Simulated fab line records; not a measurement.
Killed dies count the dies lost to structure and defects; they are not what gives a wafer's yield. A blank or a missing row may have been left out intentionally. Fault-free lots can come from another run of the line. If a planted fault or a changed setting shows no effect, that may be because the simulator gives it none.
fab line records	flow nandHarc
record: lots: 7	wafers: 21	lastDay: 24
route steps=1159 shown A_ONON_D1@438 A_CHANNEL_HOLE_D1@450 END@1159
lots with no fault: from the same line, run without faults
startH: the number of hours between the record's first day and the start of the first shown wafer of the lot	waitH: hours since the lot's step before	" identical to the entry in the row above	L1.1+2: several wafers, shown together as one row	- no value, or no start was given	* or withheld: withheld	< > ~ a bound
route shown NAME@n: NAME is a module with steps in the file, n the number in the route of the first one	usual: mean/standard deviation of fault-free wafers	same: alike in all rows	chamber/n: place in a boat	sites: readings site by site	_std_site: the standard deviation of these	_edge_site: inner sites' mean taken away from outer sites' mean	radiusMm: how far each site lies from the wafer's centre	mask NAME#n: copy n	behind: the most recent tool/chamber to have shaped the wafer	hold: cause of the lot's hold/its duration in hours/its outcome	device: which transistor (n, p or np) failed to switch	end of line: the tests these same wafers got at the end of their route	for a step that has no rows: nothing shown but its recipe	killed: count of dies lost to structure and defects at first sort (not the wafer's yield)	map: the dies of a wafer, with x for killed, . for not killed, _ for no die there
set.NAME: the setting as run; set.NAME@STEP: as run at that earlier step	model.NAME: the simulator's own value behind a step, which no gauge read
lots seen at some steps along the route; tables by step, rows by wafer
services: from which hour (startH, from the record's first day; less than 0 if before it) a tool's chamber was out of use, for how many hours, and why
== steps ==
step: NHARC_A_ONON_D1_DEP_19
recipe: targetThkA: 10000	n2FlowSccm: 2750	n2oFlowSccm: 2000	nh3FlowSccm: 500	sih4FlowSccm: 210	tempC: 400
step: NHARC_A_ONON_D1_THK_MEAS_21
recipe: thkMeasGauge: ellipsometry
usual: thkNm: 997/9.9
lot.wafer	tool	chamber	startH	waitH	thkNm
L858.3	filmMetro-01	-	166.08	-	1001
L858.4	"	-	"	"	999
L858.5	"	-	"	"	999
L859.1	filmMetro-01	-	174.27	-	996
L859.3	"	-	"	"	997
L859.6	"	-	"	"	995
L861.1	filmMetro-01	-	182.95	-	999
L861.3	"	-	"	"	1001
L861.5	"	-	"	"	1000
L865.1	filmMetro-01	-	207.59	-	989
L865.3	"	-	"	"	990
L865.6	"	-	"	"	988
L864.2	filmMetro-01	-	207.59	-	1006
L864.3	"	-	"	"	1009
L864.4	"	-	"	"	1007
L870.3	filmMetro-01	-	248.40	-	1021
L870.5	"	-	"	"	1020
L870.6	"	-	"	"	1022
L873.1	filmMetro-01	-	256.26	-	1007
L873.3	"	-	"	"	1006
L873.5	"	-	"	"	1006
step: NHARC_A_ONON_D1_DEP_22
recipe: targetThkA: 10000	n2FlowSccm: 2750	n2oFlowSccm: 2000	nh3FlowSccm: 500	sih4FlowSccm: 210	tempC: 400
step: NHARC_A_ONON_D1_THK_MEAS_24
recipe: thkMeasGauge: ellipsometry
usual: thkNm: 1002/11
lot.wafer	tool	chamber	startH	waitH	thkNm
L858.3	filmMetro-01	-	166.64	-	1015
L858.4	"	-	"	"	1014
L858.5	"	-	"	"	1016
L859.1	filmMetro-01	-	174.84	-	999
L859.3	"	-	"	"	999
L859.6	"	-	"	"	997
L861.1	filmMetro-01	-	183.51	-	1000
L861.3	"	-	"	"	1000
L861.5	"	-	"	"	1002
L865.1	filmMetro-01	-	208.15	-	1013
L865.3	"	-	"	"	1014
L865.6	"	-	"	"	1016
L864.2	filmMetro-01	-	208.17	-	1028
L864.3	"	-	"	"	1029
L864.4	"	-	"	"	1029
L870.3	filmMetro-01	-	248.96	-	996
L870.5	"	-	"	"	997
L870.6	"	-	"	"	996
L873.1	filmMetro-01	-	256.82	-	1023
L873.3	"	-	"	"	1022
L873.5	"	-	"	"	1021
step: NHARC_A_ONON_D1_DEP_25
recipe: targetThkA: 10000	n2FlowSccm: 2750	n2oFlowSccm: 2000	nh3FlowSccm: 500	sih4FlowSccm: 210	tempC: 400
step: NHARC_A_ONON_D1_THK_MEAS_27
recipe: thkMeasGauge: ellipsometry
usual: thkNm: 996/7.7
lot.wafer	tool	chamber	startH	waitH	thkNm
L858.3	filmMetro-01	-	167.21	-	987
L858.4	"	-	"	"	986
L858.5	"	-	"	"	983
L859.1	filmMetro-01	-	175.40	-	990
L859.3	"	-	"	"	991
L859.6	"	-	"	"	991
L861.1	filmMetro-01	-	184.08	-	993
L861.3	"	-	"	"	993
L861.5	"	-	"	"	993
L865.1	filmMetro-01	-	208.72	-	1001
L865.3	"	-	"	"	1001
L865.6	"	-	"	"	1001
L864.2	filmMetro-01	-	208.74	-	991
L864.3	"	-	"	"	991
L864.4	"	-	"	"	992
L870.3	filmMetro-01	-	249.54	-	1002
L870.5	"	-	"	"	1004
L870.6	"	-	"	"	1003
L873.1	filmMetro-01	-	257.39	-	1000
L873.3	"	-	"	"	999
L873.5	"	-	"	"	999
step: NHARC_A_ONON_D1_DEP_28
recipe: targetThkA: 10000	n2FlowSccm: 2750	n2oFlowSccm: 2000	nh3FlowSccm: 500	sih4FlowSccm: 210	tempC: 400
step: NHARC_A_ONON_D1_THK_MEAS_30
recipe: thkMeasGauge: ellipsometry
usual: thkNm: 1000/9.3
lot.wafer	tool	chamber	startH	waitH	thkNm
L858.3	filmMetro-01	-	167.77	-	989
L858.4	"	-	"	"	988
L858.5	"	-	"	"	987
L859.1	filmMetro-01	-	175.96	-	996
L859.3	"	-	"	"	997
L859.6	"	-	"	"	997
L861.1	filmMetro-01	-	184.65	-	986
L861.3	"	-	"	"	986
L861.5	"	-	"	"	987
L865.1	filmMetro-01	-	209.29	-	976
L865.3	"	-	"	"	975
L865.6	"	-	"	"	976
L864.2	filmMetro-01	-	209.32	-	1009
L864.3	"	-	"	"	1007
L864.4	"	-	"	"	1008
L870.3	filmMetro-01	-	250.10	-	1001
L870.5	"	-	"	"	1000
L870.6	"	-	"	"	1002
L873.1	filmMetro-01	-	257.96	-	1000
L873.3	"	-	"	"	1004
L873.5	"	-	"	"	1000
step: NHARC_A_ONON_D1_DEP_33
recipe: targetThkA: 2000	tempC: 400	pressureTorr: 6.5	rfW: 900	teosFlowSccm: 161.4	flowSccm: 2650	targetThkNm: 200	gas: O2	material: SiO2
usual: flowSccm: 2652/9	heaterPowerW: 575/79	rfFwdPowerW: 897.9/3	throttleValvePct: 16.2/0.51
lot.wafer	tool	chamber	startH	waitH	flowSccm	heaterPowerW	rfFwdPowerW	throttleValvePct
L858.3	pecvd-03	1	167.87	0.1	2660	611	895.4	15.6
L858.4	"	0	"	"	2659	510	898.8	16.7
L858.5	"	2	"	"	2646	728	897.4	16.5
L859.1	pecvd-03	2	176.02	0.1	2653	665	891.2	16.5
L859.3	"	0	"	"	2658	547	898.7	17.1
L859.6	"	2	"	"	2667	674	891.5	16.5
L861.3	pecvd-03	1	184.71	0.1	2660	651	897.5	15.8
L861.1	"	2	"	"	2655	599	902.6	16.4
L861.5	"	0	"	"	2663	566	900.3	17.1
L865.1	pecvd-03	2	209.34	0.1	2650	728	893.4	16.8
L865.3	"	1	"	"	2655	683	900.2	15.7
L865.6	"	0	"	"	2650	560	895.3	17.1
L864.2	pecvd-01	1	209.43	0.1	2644	625	893.9	15.4
L864.3	"	2	"	"	2651	497	895.4	16.2
L864.4	"	2	"	"	2656	491	892.9	16.3
L870.3	pecvd-03	2	250.16	0.1	2654	715	899.1	17.0
L870.6	"	0	"	"	2649	496	899.3	17.0
L870.5	"	1	"	"	2646	564	895.6	16.1
L873.1	pecvd-02	2	258.06	0.1	2645	492	898.9	15.8
L873.3	"	0	"	"	2651	426	905.6	16.2
L873.5	"	2	"	"	2656	500	900.0	15.7
step: NHARC_A_ONON_D1_THK_MEAS_34
recipe: thkMeasGauge: ellipsometry
usual: thkNm: 200/3
lot.wafer	tool	chamber	startH	waitH	thkNm
L858.3	filmMetro-01	-	168.24	-	199
L858.4	"	-	"	"	203
L858.5	"	-	"	"	206
L859.1	filmMetro-01	-	176.43	-	200
L859.3	"	-	"	"	197
L859.6	"	-	"	"	202
L861.1	filmMetro-01	-	185.12	-	198
L861.3	"	-	"	"	196
L861.5	"	-	"	"	198
L865.1	filmMetro-01	-	209.76	-	200
L865.3	"	-	"	"	197
L865.6	"	-	"	"	203
L864.2	filmMetro-01	-	209.80	-	193
L864.3	"	-	"	"	200
L864.4	"	-	"	"	200
L870.3	filmMetro-01	-	250.57	-	200
L870.5	"	-	"	"	203
L870.6	"	-	"	"	204
L873.1	filmMetro-01	-	258.43	-	199
L873.3	"	-	"	"	201
L873.5	"	-	"	"	204
step: NHARC_A_ONON_D1_INSPECT_32
usual: rawDefectCount: 67/22
lot.wafer	tool	chamber	startH	waitH	rawDefectCount
L858.3	defectInspect-01	-	168.30	0.0	83
L858.4	"	-	"	"	70
L858.5	"	-	"	"	70
L859.1	defectInspect-01	-	176.50	0.0	44
L859.3	"	-	"	"	46
L859.6	"	-	"	"	57
L861.1	defectInspect-01	-	185.18	0.0	90
L861.3	"	-	"	"	95
L861.5	"	-	"	"	63
L865.1	defectInspect-01	-	209.83	0.0	76
L865.3	"	-	"	"	55
L865.6	"	-	"	"	48
L864.2	defectInspect-01	-	209.86	0.0	74
L864.3	"	-	"	"	58
L864.4	"	-	"	"	86
L870.3	defectInspect-02	-	250.63	0.0	85
L870.5	"	-	"	"	84
L870.6	"	-	"	"	81
L873.1	defectInspect-02	-	258.50	0.0	123
L873.3	"	-	"	"	56
L873.5	"	-	"	"	46
step: NHARC_A_CHANNEL_HOLE_D1_DEP_00
recipe: targetThkA: 31000	tempC: 400	material: aC
usual: throttleValvePct: 35.000/0.0096
lot.wafer	tool	chamber	startH	waitH	throttleValvePct
L858.3	aclDep-03	0	169.00	0.7	34.999
L858.4	"	0	"	"	34.990
L858.5	"	0	"	"	34.996
L859.1	aclDep-03	0	181.04	4.5	35.010
L859.3	"	0	"	"	34.996
L859.6	"	0	"	"	35.011
L859.1	aclDep-03	0	184.76	3.4	34.998
L859.3	"	0	"	"	35.002
L859.6	"	0	"	"	35.007
L861.1	aclDep-02	0	185.73	0.6	35.004
L861.3	"	0	"	"	34.990
L861.5	"	0	"	"	35.011
L865.1	aclDep-01	0	209.89	0.1	34.988
L865.3	"	0	"	"	35.013
L865.6	"	0	"	"	35.004
L865.1	aclDep-01	0	212.04	1.8	34.997
L865.3	"	0	"	"	35.007
L865.6	"	0	"	"	35.002
L864.2	aclDep-02	0	210.38	0.5	35.016
L864.3	"	0	"	"	35.003
L864.4	"	0	"	"	34.980
L864.2	aclDep-02	0	212.50	1.8	35.008
L864.3	"	0	"	"	35.010
L864.4	"	0	"	"	34.984
L870.3	aclDep-02	0	253.24	2.6	34.988
L870.5	"	0	"	"	35.001
L870.6	"	0	"	"	35.008
L873.1	aclDep-01	0	258.56	0.1	35.000
L873.3	"	0	"	"	35.010
L873.5	"	0	"	"	35.001
step: NHARC_A_CHANNEL_HOLE_D1_DEP_01
recipe: targetThkA: 1400	targetThkNm: 140	tempC: 400	pressureTorr: 3.5	flowSccm: 200	rfW: 350	material: SiON
usual: heaterPowerW: 749/110	rfFwdPowerW: 348.5/1.2
lot.wafer	tool	chamber	startH	waitH	heaterPowerW	rfFwdPowerW
L858.3	pecvd-01	0	170.29	1.0	868	348.1
L858.5	"	0	"	"	878	348.5
L858.4	"	1	"	"	924	348.6
L859.1	pecvd-04	0	186.79	1.7	583	350.6
L859.3	"	1	"	"	688	349.4
L859.6	"	2	"	"	778	348.6
L861.1	pecvd-04	0	187.70	1.6	522	349.0
L861.3	"	1	"	"	760	348.6
L861.5	"	1	"	"	752	346.8
L865.1	pecvd-01	1	214.03	1.7	813	349.3
L865.3	"	2	"	"	629	348.8
L865.6	"	0	"	"	856	350.5
L864.3	pecvd-04	1	214.28	1.2	770	347.4
L864.2	"	0	"	"	585	348.3
L864.4	"	0	"	"	593	351.0
L870.3	pecvd-01	0	254.54	1.0	827	347.9
L870.5	"	0	"	"	818	347.5
L870.6	"	1	"	"	854	347.3
L873.3	pecvd-04	1	260.50	1.0	786	349.6
L873.1	"	0	"	"	545	348.0
L873.5	"	0	"	"	544	347.9
step: NHARC_END_SORT_01
recipe: tempC: 25
usual: killedAtArray: 24/8.7	killedAtOther: 0.8/1.2	killedAtPeriphery: 3.6/2.3	killedDies: 28/8.9	killedOpen: 3.2/1.9	killedShort: 2.0/1.6
same: grossDies: 677
lot.wafer	tool	chamber	startH	waitH	killedAtArray	killedAtOther	killedAtPeriphery	killedDies	killedOpen	killedShort
L859.1	prober-01	0	464.62	2.5	672	0	5	677	5	3
L859.3	prober-01	0	466.21	3.1	671	1	5	677	5	6
L859.6	prober-01	0	468.60	4.0	676	1	0	677	1	0
L865.1	prober-02	0	480.33	2.5	673	0	4	677	3	0
L865.3	prober-02	0	481.93	3.1	673	0	4	677	2	3
L865.6	prober-02	0	484.31	4.0	676	0	1	677	4	2
L864.2	prober-01	0	505.23	2.8	674	0	3	677	4	3
L864.3	prober-01	0	506.04	3.1	674	1	2	677	2	4
L864.4	prober-01	0	506.85	3.4	675	1	1	677	3	1
L873.1	prober-01	0	561.72	2.6	29	0	3	32	3	2
killed by level:class
L859.1 A_CHANNEL_HOLE_D1:areaDep=655 A_SLIT:chamberFilmFlake=8 P_GATE:geometricParticle:open=3 A_WL_FILL:chamberFilmFlake=2 P_M0:geometricParticle:short=1 A_CHANNEL_HOLE_D1:geometricParticle:short=1 A_CHANNEL_FILL_D1:geometricParticle:open=1 A_WL_FILL:geometricParticle:open=1
L859.3 A_CHANNEL_HOLE_D1:areaDep=649 A_SLIT:chamberFilmFlake=7 A_STAIRCASE:chamberFilmFlake=4 A_CHANNEL_HOLE_D1:chamberFilmFlake=3 P_GATE:geometricParticle:open=2 A_CHANNEL_FILL_D1:geometricParticle:short=2 A_WL_FILL:chamberFilmFlake=2 P_STI:geometricParticle:open=1
L859.6 A_CHANNEL_HOLE_D1:areaDep=656 A_STAIRCASE:chamberFilmFlake=7 A_SLIT:chamberFilmFlake=6 A_CHANNEL_HOLE_D1:chamberFilmFlake=4 A_WL_FILL:chamberFilmFlake=2 A_SOURCE_PLATE:geometricParticle:open=1 THIN_TSV:chamberFilmFlake=1
L865.1 A_CHANNEL_HOLE_D1:areaDep=664 A_CONTACT:chamberFilmFlake=5 P_CONTACT:geometricParticle:open=2 A_CHANNEL_HOLE_D1:chamberFilmFlake=2 A_STAIRCASE:chamberFilmFlake=2 P_M1:geometricParticle:open=1 P_STI:chamberFilmFlake=1
L865.3 A_CHANNEL_HOLE_D1:areaDep=664 A_CONTACT:chamberFilmFlake=4 P_STI:chamberFilmFlake=2 A_STAIRCASE:chamberFilmFlake=2 P_GATE:geometricParticle:short=1 P_M1:geometricParticle:short=1 A_SOURCE_PLATE:geometricParticle:short=1 A_ONON_D1:geometricParticle:open=1
L865.6 A_CHANNEL_HOLE_D1:areaDep=660 A_CHANNEL_HOLE_D1:chamberFilmFlake=3 A_STAIRCASE:chamberFilmFlake=3 A_CONTACT:chamberFilmFlake=3 A_CONTACT:geometricParticle:open=2 A_WL_FILL:chamberFilmFlake=2 P_M0:geometricParticle:open=1 A_ONON_D1:geometricParticle:short=1
L864.2 A_CHANNEL_HOLE_D1:areaDep=654 A_CHANNEL_HOLE_D1:chamberFilmFlake=11 A_ONON_D1:geometricParticle:open=2 A_M0:geometricParticle:short=2 A_STAIRCASE:chamberFilmFlake=2 P_M2:geometricParticle:open=1 A_SOURCE_PLATE:geometricParticle:open=1 A_ONON_D1:geometricParticle:short=1
L864.3 A_CHANNEL_HOLE_D1:areaDep=651 A_CHANNEL_HOLE_D1:chamberFilmFlake=18 P_GATE:geometricParticle:short=2 A_M0:geometricParticle:open=2 A_WL_FILL:geometricParticle:short=1 A_BLC:geometricParticle:short=1 A_STAIRCASE:chamberFilmFlake=1 THIN_TSV:chamberFilmFlake=1
L864.4 A_CHANNEL_HOLE_D1:areaDep=653 A_CHANNEL_HOLE_D1:chamberFilmFlake=16 A_CONTACT:chamberFilmFlake=2 A_ONON_D1:geometricParticle:open=1 A_ONON_D1:geometricParticle:short=1 A_CHANNEL_HOLE_D1:geometricParticle:open=1 A_CHANNEL_FILL_D1:geometricParticle:open=1 P_GATE:chamberFilmFlake=1
L873.1 A_SLIT:chamberFilmFlake=14 A_CHANNEL_HOLE_D1:chamberFilmFlake=11 P_M1:geometricParticle:open=2 A_SGD_CUT:geometricParticle:open=1 A_WL_FILL:geometricParticle:short=1 A_CONTACT:geometricParticle:short=1 P_GATE:chamberFilmFlake=1 A_STAIRCASE:chamberFilmFlake=1
map L859.1 (x killed, . not)
____________x____________
_________xxxxxxx_________
_______xxxxxxxxxxx_______
______xxxxxxxxxxxxx______
_____xxxxxxxxxxxxxxx_____
____xxxxxxxxxxxxxxxxx____
____xxxxxxxxxxxxxxxxx____
___xxxxxxxxxxxxxxxxxxx___
___xxxxxxxxxxxxxxxxxxx___
__xxxxxxxxxxxxxxxxxxxxx__
__xxxxxxxxxxxxxxxxxxxxx__
_xxxxxxxxxxxxxxxxxxxxxxx_
_xxxxxxxxxxxxxxxxxxxxxxx_
_xxxxxxxxxxxxxxxxxxxxxxx_
_xxxxxxxxxxxxxxxxxxxxxxx_
_xxxxxxxxxxxxxxxxxxxxxxx_
xxxxxxxxxxxxxxxxxxxxxxxxx
xxxxxxxxxxxxxxxxxxxxxxxxx
xxxxxxxxxxxxxxxxxxxxxxxxx
xxxxxxxxxxxxxxxxxxxxxxxxx
xxxxxxxxxxxxxxxxxxxxxxxxx
_xxxxxxxxxxxxxxxxxxxxxxx_
_xxxxxxxxxxxxxxxxxxxxxxx_
_xxxxxxxxxxxxxxxxxxxxxxx_
_xxxxxxxxxxxxxxxxxxxxxxx_
_xxxxxxxxxxxxxxxxxxxxxxx_
__xxxxxxxxxxxxxxxxxxxxx__
__xxxxxxxxxxxxxxxxxxxxx__
___xxxxxxxxxxxxxxxxxxx___
___xxxxxxxxxxxxxxxxxxx___
____xxxxxxxxxxxxxxxxx____
____xxxxxxxxxxxxxxxxx____
_____xxxxxxxxxxxxxxx_____
______xxxxxxxxxxxxx______
_______xxxxxxxxxxx_______
_________xxxxxxx_________
____________x____________
map L864.2 (x killed, . not)
____________x____________
_________xxxxxxx_________
_______xxxxxxxxxxx_______
______xxxxxxxxxxxxx______
_____xxxxxxxxxxxxxxx_____
____xxxxxxxxxxxxxxxxx____
____xxxxxxxxxxxxxxxxx____
___xxxxxxxxxxxxxxxxxxx___
___xxxxxxxxxxxxxxxxxxx___
__xxxxxxxxxxxxxxxxxxxxx__
__xxxxxxxxxxxxxxxxxxxxx__
_xxxxxxxxxxxxxxxxxxxxxxx_
_xxxxxxxxxxxxxxxxxxxxxxx_
_xxxxxxxxxxxxxxxxxxxxxxx_
_xxxxxxxxxxxxxxxxxxxxxxx_
_xxxxxxxxxxxxxxxxxxxxxxx_
xxxxxxxxxxxxxxxxxxxxxxxxx
xxxxxxxxxxxxxxxxxxxxxxxxx
xxxxxxxxxxxxxxxxxxxxxxxxx
xxxxxxxxxxxxxxxxxxxxxxxxx
xxxxxxxxxxxxxxxxxxxxxxxxx
_xxxxxxxxxxxxxxxxxxxxxxx_
_xxxxxxxxxxxxxxxxxxxxxxx_
_xxxxxxxxxxxxxxxxxxxxxxx_
_xxxxxxxxxxxxxxxxxxxxxxx_
_xxxxxxxxxxxxxxxxxxxxxxx_
__xxxxxxxxxxxxxxxxxxxxx__
__xxxxxxxxxxxxxxxxxxxxx__
___xxxxxxxxxxxxxxxxxxx___
___xxxxxxxxxxxxxxxxxxx___
____xxxxxxxxxxxxxxxxx____
____xxxxxxxxxxxxxxxxx____
_____xxxxxxxxxxxxxxx_____
______xxxxxxxxxxxxx______
_______xxxxxxxxxxx_______
_________xxxxxxx_________
____________x____________
== services ==
tool	chamber	startH	hours	kind
pecvd-02	-	153.11	13.0	pm
pecvd-02	0	153.11	13.0	ventCycle
pecvd-02	1	153.11	13.0	ventCycle
pecvd-02	2	153.11	13.0	ventCycle
pecvd-02	0	166.11	-	clean
pecvd-02	1	166.11	-	clean
aclDep-02	-	168.40	13.0	pm
pecvd-02	1	169.26	6.8	repair
pecvd-04	-	195.36	13.0	pm
pecvd-04	0	195.36	13.0	ventCycle
pecvd-04	1	195.36	13.0	ventCycle
pecvd-04	2	195.36	13.0	ventCycle
pecvd-04	0	208.36	-	clean
pecvd-04	1	208.36	-	clean
pecvd-04	2	208.36	-	clean
aclDep-03	-	224.27	13.0	pm
pecvd-01	-	237.32	13.0	pm
pecvd-01	0	237.32	13.0	ventCycle
pecvd-01	1	237.32	13.0	ventCycle
pecvd-01	2	237.32	13.0	ventCycle
pecvd-02	-	248.97	0.4	repair
pecvd-01	0	250.32	-	clean
pecvd-01	1	250.32	-	clean
pecvd-01	2	250.32	-	clean
== key ==
firstSign: step: NHARC_A_CHANNEL_HOLE_D1_DEP_00	reading: visit	direction: added
effect: step: NHARC_END_SORT_01	reading: killedAtArray	direction: up	sigmas: 74	usual: 24	struck: 674
moreKillsBornAt: NHARC_A_CHANNEL_HOLE_D1_DEP_00@aclDep-01: 1988	NHARC_A_CHANNEL_HOLE_D1_DEP_00@aclDep-03: 1960	NHARC_A_CHANNEL_HOLE_D1_DEP_00@aclDep-02: 1958
metAt NHARC_A_CHANNEL_HOLE_D1_DEP_00
struckWafers L859.1,L859.3,L859.6,L864.2,L864.3,L864.4,L865.1,L865.3,L865.6
laterRowsLeftOut L859.1,L859.3,L859.6,L864.2,L864.3,L864.4,L865.1,L865.3,L865.6
testerLeftOut L859,L864,L865
fault: kind: repeatedStepWhole	tool: aclDep-01,aclDep-02,aclDep-03	chamber: -	onsetH: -	steps: NHARC_A_CHANNEL_HOLE_D1_DEP_00	times: 1	scope: struckLotsOnly
testerLeftOut: of these lots the tester's yield and bins aren't shown, on N5 and GAA mostly nor the transistor test; their killed dies are dies lost to structure and defects alone, not to doping, threshold or leakage, so they don't give the yield
laterRowsLeftOut: the simulator's readings of these wafers behind a module that went badly wrong aren't trusted and aren't shown, but for the sort
